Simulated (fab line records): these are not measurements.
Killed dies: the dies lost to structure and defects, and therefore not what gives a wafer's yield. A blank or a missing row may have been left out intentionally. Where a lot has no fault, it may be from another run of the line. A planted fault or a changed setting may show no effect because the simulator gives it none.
Chamber matching ; flow n5 finfet ; 4 sister chambers for N5_HKMG_FIN_ALD_74 on ald hk-01
The step deposits La2O3, target thk 0.5 nm, pulse time 6 s, co reactant pulse time 1 s. 4 wafers are shown with their chamber, then 8 later ones without.

## WAFERS PAIRED WITH THEIR CHAMBERS
wafer;chamber;heater power outer w (W)
L090.2;2;202
L090.4;1;163
L090.6;0;223
L093.2;3;191

## WAFERS WITH NO CHAMBER GIVEN
wafer;heater power outer w (W)
L093.4;204
L093.5;212
L094.3;218
L094.4;193
L094.5;195
L097.2;196
L097.3;163
L097.5;216

## WHICH CHAMBER EACH WENT THROUGH
wafer;from the rows above;in truth
L093.4;2;2
L093.5;can't be placed: 2 or 0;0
L094.3;0;0
L094.4;can't be placed: 3 or 2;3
L094.5;can't be placed: 3 or 2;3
L097.2;can't be placed: 3 or 2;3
L097.3;1;1
L097.5;can't be placed: 0 or 2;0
3 of 8 placed correctly. From these rows, 5 cannot be placed; in 5 the true chamber is one of the candidates. Wrongly placed: 0.
How it was worked out, from the rows above alone: a wafer's distance from a chamber is the root of the sum, over the readings, of the square of ((its reading less the chamber's mean) divided by the reading's scatter). The wafer belongs to the nearest chamber; if the next one is less than 2 further off, it can't be placed. For every chamber, the mean is computed from those of its wafers that are shown. The scatter (one wafer shown for each chamber): square how far every hidden wafer sits from the nearest shown wafer, average those squares and take the square root.
